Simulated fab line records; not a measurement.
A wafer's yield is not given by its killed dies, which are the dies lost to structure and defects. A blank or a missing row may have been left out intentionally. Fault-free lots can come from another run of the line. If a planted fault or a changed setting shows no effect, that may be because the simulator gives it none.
Chamber matching | flow nand-harc | 4 sister chambers for NHARC_A_BONDPAD_CMP_29 on cmp-02
The step polishes SiCN, target thk 200 nm. 4 wafers are shown with their chamber, then 12 later ones without.

## WAFERS WITH THEIR CHAMBER
wafer  | chamber | motor-current-A (A)
L090.3 | 3       | 10.9
L090.2 | 0       | 12.8
L090.5 | 2       | 10.8
L090.6 | 1       | 10.5

## WAFERS WHOSE CHAMBER IS MISSING
wafer  | motor-current-A (A)
L092.1 | 11.1
L092.4 | 10.9
L092.6 | 10.6
L095.3 | 10.6
L095.4 | 12.5
L095.5 | 10.5
L096.1 | 13.1
L096.4 | 10.3
L096.6 | 11.0
L097.3 | 12.4
L097.4 | 11.0
L097.6 | 12.6

## WHICH CHAMBER EACH WENT THROUGH
wafer  | from the rows above          | in truth
L092.1 | can't be placed: 3 or 2 or 1 | 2
L092.4 | can't be placed: 3 or 2 or 1 | 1
L092.6 | can't be placed: 1 or 2 or 3 | 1
L095.3 | can't be placed: 1 or 2 or 3 | 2
L095.4 | 0                            | 0
L095.5 | can't be placed: 1 or 2 or 3 | 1
L096.1 | 0                            | 0
L096.4 | can't be placed: 1 or 2 or 3 | 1
L096.6 | can't be placed: 3 or 2 or 1 | 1
L097.3 | 0                            | 0
L097.4 | can't be placed: 3 or 2 or 1 | 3
L097.6 | 0                            | 0
Correctly placed: 4 of 12. From these rows, 8 cannot be placed; in 8 the true chamber is one of the candidates. 0 placed wrongly.
How it was worked out, from the rows above alone: a wafer's distance from a chamber is the root of the sum, over the readings, of the square of ((its reading less the chamber's mean) divided by the reading's scatter). If the next closest chamber is less than 2 further off than the closest, the wafer can't be placed; otherwise it belongs to the closest. The mean given for a chamber averages the wafers shown for that chamber. The scatter: root of mean squared gap, hidden wafer to nearest shown wafer, with one shown wafer a chamber.
